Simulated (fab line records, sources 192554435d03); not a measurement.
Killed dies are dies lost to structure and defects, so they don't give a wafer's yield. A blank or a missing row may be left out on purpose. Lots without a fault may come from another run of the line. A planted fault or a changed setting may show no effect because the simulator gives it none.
fab line records | flow n5_finfet
record lots=7 wafers=20 last_day=17
route steps=1938 shown PASS1_DEP@1831 MIM_BOT@1832 MIM_TOP@1834 MIM_TOP_LITHO@1839
lots that met no fault: from a run of the same line without faults
start_h: hours from the record's first day to the start of the lot's first wafer shown | wait_h: hours since the lot's step before | " the same as in the row above | L1.1+2: a row that stands for several wafers | - no value, or no start given | * or withheld: withheld | < > ~ a bound
route shown NAME@n: a module of which the file shows steps, and the number in the route of the first | usual: mean/standard deviation of fault-free wafers | same: alike in all rows | chamber/n: place in a boat | sites: the reading at each site | _std_site: their standard deviation | _edge_site: outer sites' mean less inner sites' | radius_mm: how far each site lies from the wafer's centre | mask NAME#n: copy n | behind: the tool/chamber that last shaped the wafer | hold: why the lot was held/for how many hours/how that ended | device: the transistor (n, p or np) that didn't switch | end of line: the same wafers' tests at the end of the route | a step without rows: its recipe alone | killed: dies lost to structure and defects at the first sort, not the wafer's yield | map: a wafer's dies, x killed, . not, _ none there
set.NAME: the setting as run; set.NAME@STEP: as run at that earlier step | model.NAME: the simulator's own value behind a step, which no gauge read
lots at some steps of the route; a table a step, a row a wafer
services: from which hour (start_h, from the record's first day; less than 0 if before it) a tool's chamber was out of use, for how many hours, and why
## steps
# step N5_PASSIVATION_PECVD_00
# recipe material=SiO2 target_thk_a=2000 temp_c=400 precursor=SiH4/N2O pressure_torr=2.7 rf_w=608 time_s=11.2
# usual heater_power_w=625/76 showerhead_plenum_p_Torr=8.16/0.094 throttle_valve_pct=50.4/1.6
# columns lot.wafer tool chamber start_h wait_h heater_power_w showerhead_plenum_p_Torr throttle_valve_pct
L632.1 pecvd-04 0 321.91 0.8 660 8.08 51.6
L632.3 " 2 " " 586 8.05 50.5
L632.6 " 1 " " 630 8.11 52.0
L634.2 pecvd-03 1 324.94 0.7 591 8.35 48.9
L634.3 " 2 " " 637 8.27 48.0
L634.4 " 1 " " 631 8.31 48.9
L633.1 pecvd-04 1 327.88 0.8 631 8.12 51.9
L633.4 " 2 " " 599 8.04 50.6
L633.5 " 1 " " 507 8.13 52.0
L636.1 pecvd-02 0 332.39 0.8 497 8.08 50.0
L636.4 " 2 " " 533 8.25 50.9
L636.6 " 1 " " 666 8.19 47.2
L635.1 pecvd-04 0 341.89 0.8 592 8.07 51.6
L635.2 " 1 " " 579 8.10 52.0
L635.6 " 2 " " 646 8.05 50.5
L644.1 pecvd-03 2 377.96 0.8 664 8.26 48.6
L644.4 " 1 " " 551 8.32 48.8
L646.2 pecvd-04 2 399.33 0.7 533 8.05 50.7
L646.5 " 0 " " 677 8.07 51.7
L646.6 " 2 " " 582 8.05 50.8
# step N5_MIM_BOT_DEGAS_01
# recipe ambient=vacuum temp_c=300 time_s=60
# usual heater_power_w=472/69
# columns lot.wafer tool chamber start_h wait_h heater_power_w
L632.1 pvd_sputter-02 - 322.38 0.4 478
L632.3 " - " " 586
L632.6 " - " " 599
L634.2 pvd_sputter-02 - 325.11 0.1 577
L634.3 " - " " 593
L634.4 " - " " 475
L633.1 pvd_sputter-01 - 329.21 1.3 452
L633.4 " - " " 411
L633.5 " - " " 530
L636.1 pvd_sputter-02 - 334.13 1.7 618
L636.4 " - " " 585
L636.6 " - " " 589
L635.1 pvd_sputter-01 - 342.21 0.3 405
L635.2 " - " " 449
L635.6 " - " " 382
L644.1 pvd_sputter-02 - 379.50 1.5 496
L644.4 " - " " 476
L646.2 pvd_sputter-03 - 400.00 0.7 501
L646.5 " - " " 407
L646.6 " - " " 425
# step N5_MIM_BOT_SPUTTER_00
# recipe material=TiN target_thk_a=350 temp_c=200 power_w=3000 chamber_pressure_pa=0.49996 gas=Ar reactive_partial_pa=0.37997 time_s=89.7
# usual throttle_valve_pct=29.7/1.1
# columns lot.wafer tool chamber start_h wait_h throttle_valve_pct
L632.1 pvd_sputter-02 - 322.42 0.0 31.1
L632.3 " - " " 30.9
L632.6 " - " " 30.0
L634.2 pvd_sputter-02 - 325.15 0.0 31.3
L634.3 " - " " 30.0
L634.4 " - " " 31.0
L633.1 pvd_sputter-01 - 329.25 0.0 28.1
L633.4 " - " " 30.8
L633.5 " - " " 30.7
L636.1 pvd_sputter-02 - 334.17 0.0 29.8
L636.4 " - " " 30.9
L636.6 " - " " 29.9
L635.1 pvd_sputter-01 - 342.25 0.0 30.6
L635.2 " - " " 28.1
L635.6 " - " " 29.4
L644.1 pvd_sputter-02 - 379.54 0.0 30.5
L644.4 " - " " 31.1
L646.2 pvd_sputter-03 - 400.04 0.0 28.8
L646.5 " - " " 30.3
L646.6 " - " " 27.3
# step N5_MIM_TOP_ALD_00
# recipe material=Al2O3 target_thk_a=* temp_c=withheld ald_precursor_family=TMA ald_co_reactant=O3 pulse_time_s=withheld purge_time_s=3 co_reactant_purge_time_s=withheld co_reactant_pulse_time_s=3 ald_cycles=withheld
# usual precursor_pulse_height_rel=1.001/0.019
# columns lot.wafer tool chamber start_h wait_h precursor_pulse_height_rel
L632.1 ald_hk-01 2 322.52 0.1 1.002
L632.3 " 3 " " 1.005
L632.6 " 0 " " 0.990
L634.2 ald_hk-01 2 325.25 0.1 0.995
L634.3 " 3 " " 1.021
L634.4 " 1 " " 1.050
L633.1 ald_hk-02 2 329.35 0.1 0.987
L633.4 " 1 " " 1.018
L633.5 " 3 " " 1.015
L636.1 ald_hk-02 3 334.27 0.1 1.016
L636.4 " 0 " " 0.972
L636.6 " 3 " " 0.990
L635.1 ald_hk-02 2 342.35 0.1 0.988
L635.2 " 1 " " 1.037
L635.6 " 0 " " 1.008
L644.1 ald_hk-03 2 379.64 0.1 0.988
L644.4 " 3 " " 1.010
L646.2 ald_hk-02 0 400.14 0.1 0.992
L646.5 " 0 " " 1.012
L646.6 " 1 " " 0.976
# step N5_MIM_TOP_ALD_01
# recipe material=HfO2 target_thk_a=56 temp_c=withheld ald_precursor_family=Hf-amide ald_co_reactant=O3 pulse_time_s=1 purge_time_s=3 co_reactant_purge_time_s=2 co_reactant_pulse_time_s=3 ald_cycles=62
# step N5_MIM_TOP_ALD_02
# recipe material=Al2O3 target_thk_a=* temp_c=withheld ald_precursor_family=TMA ald_co_reactant=O3 pulse_time_s=withheld purge_time_s=3 co_reactant_purge_time_s=withheld co_reactant_pulse_time_s=3 ald_cycles=withheld
# step N5_MIM_TOP_DEGAS_04
# recipe ambient=vacuum temp_c=300 time_s=60
# usual heater_power_w=492/68
# columns lot.wafer tool chamber start_h wait_h heater_power_w
L632.1 pvd_sputter-02 - 323.07 - 484
L632.3 " - " " 594
L632.6 " - " " 590
L634.2 pvd_sputter-02 - 325.87 - 593
L634.3 " - " " 475
L634.4 " - " " 598
L633.1 pvd_sputter-03 - 330.37 - 406
L633.4 " - " " 493
L633.5 " - " " 407
L636.1 pvd_sputter-03 - 334.79 - 412
L636.4 " - " " 492
L636.6 " - " " 405
L635.1 pvd_sputter-02 - 343.70 - 475
L635.2 " - " " 590
L635.6 " - " " 596
L644.1 pvd_sputter-01 - 380.59 - 534
L644.4 " - " " 392
L646.2 pvd_sputter-02 - 400.87 - 589
L646.5 " - " " 581
L646.6 " - " " 493
# step N5_MIM_TOP_SPUTTER_03
# recipe material=TiN target_thk_a=350 temp_c=200 power_w=3000 chamber_pressure_pa=0.49996 gas=Ar reactive_partial_pa=0.37997 time_s=89.7
# step N5_MIM_TOP_LITHO_HMDS_01
# recipe time_s=60 temp_c=120
# step N5_MIM_TOP_LITHO_COAT_02
# recipe spin_rpm=* resist_thk_nm=*
# step N5_MIM_TOP_LITHO_EBR_04
# recipe solvent=PGMEA ebr_width_mm=1.5
# step N5_MIM_TOP_LITHO_SOFTBAKE_03
# recipe temp_c=100 time_s=90
# step N5_MIM_TOP_LITHO_EXPOSE_05
# recipe mask_id=MIM_TOP na=0.55 source_shape=conventional sigma_outer=0.8 polarization=unpolarized target_cd_nm=2000 dose_mj=20.5
# usual exposure_dose_mJ_cm2=20.488/0.021 focus_offset_nm=0.1/0.56 sigma_outer=0.8/0
# columns lot.wafer tool chamber start_h wait_h mask exposure_dose_mJ_cm2 focus_offset_nm sigma_outer
L632.1 krf_scanner-01 0 323.45 - MIM_TOP#0 20.485 0.5 0.8
L632.3 " 0 " " MIM_TOP#0 20.491 0.6 0.8
L632.6 " 0 " " MIM_TOP#0 20.483 0.4 0.8
L634.2 krf_scanner-01 0 326.13 - MIM_TOP#0 20.503 -0.4 0.8
L634.3 " 0 " " MIM_TOP#0 20.506 -0.8 0.8
L634.4 " 0 " " MIM_TOP#0 20.494 -1.3 0.8
L633.1 krf_scanner-01 - 330.62 - MIM_TOP#0 - - -
L633.4 " - " " MIM_TOP#0 - - -
L633.5 " - " " MIM_TOP#0 - - -
L636.1 krf_scanner-02 - 335.17 - MIM_TOP#0 - - -
L636.4 " - " " MIM_TOP#0 - - -
L636.6 " - " " MIM_TOP#0 - - -
L635.1 krf_scanner-01 - 344.08 - MIM_TOP#0 - - -
L635.2 " - " " MIM_TOP#0 - - -
L635.6 " - " " MIM_TOP#0 - - -
L644.1 krf_scanner-02 0 380.84 - MIM_TOP#0 20.497 0.6 0.8
L644.4 " 0 " " MIM_TOP#0 20.479 0.2 0.8
L646.2 krf_scanner-02 0 401.13 - MIM_TOP#0 20.479 -0.1 0.8
L646.5 " 0 " " MIM_TOP#0 20.473 0.3 0.8
L646.6 " 0 " " MIM_TOP#0 20.487 0.9 0.8
# step N5_MIM_TOP_LITHO_PEB_06
# recipe peb_temp_c=withheld peb_time_s=*
## services
# columns tool chamber start_h hours kind
ald_hk-02 - 302.97 6.0 pm
krf_scanner-02 - 323.54 3.6 pm
pecvd-03 - 327.41 6.0 pm
krf_scanner-01 - 328.97 1.0 pm
pecvd-04 2 332.11 9.5 repair
krf_scanner-02 - 332.55 1.0 pm
pecvd-03 - 338.83 1.1 repair
pecvd-02 1 352.09 16.5 scheduled_down
krf_scanner-02 - 358.66 1.3 pm
pecvd-02 0 373.17 21.0 repair
ald_hk-02 - 377.96 2.8 pm
pecvd-03 - 379.70 1.0 repair
pvd_sputter-03 - 380.85 4.3 repair
pecvd-03 - 393.80 1.3 repair
pecvd-02 1 394.16 - clean
pecvd-02 1 394.16 - consumable_replace:showerhead
pecvd-02 1 394.16 29.0 scheduled_down
pecvd-02 1 394.16 29.0 vent_cycle
ald_hk-03 - 394.67 2.8 pm
pecvd-04 1 395.87 5.0 scheduled_down
## key
first_sign step=N5_MIM_TOP_LITHO_EXPOSE_05 reading=tool_record direction=missing
effect none on later readings
met_at N5_MIM_TOP_LITHO_EXPOSE_05
struck_wafers L633.1,L633.4,L633.5,L635.1,L635.2,L635.6,L636.1,L636.4,L636.6
later_rows_left_out L633.1,L633.4,L633.5,L635.1,L635.2,L635.6,L636.1,L636.4,L636.6
sort_left_out L633.1,L633.4,L633.5,L635.1,L635.2,L635.6,L636.1,L636.4,L636.6
onset_between 326.13 330.62
fault kind=skipped_step_whole tool=krf_scanner-01,krf_scanner-02 chamber=- onset_h=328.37 steps=N5_MIM_TOP_LITHO_EXPOSE_05 scope=struck_lots_only
# sort_left_out: the simulated sort isn't trusted on such a fault, so these wafers' sort isn't shown, and their yield isn't known
# later_rows_left_out: the simulator's readings of these wafers behind a module that went badly wrong aren't trusted and aren't shown, but for the sort
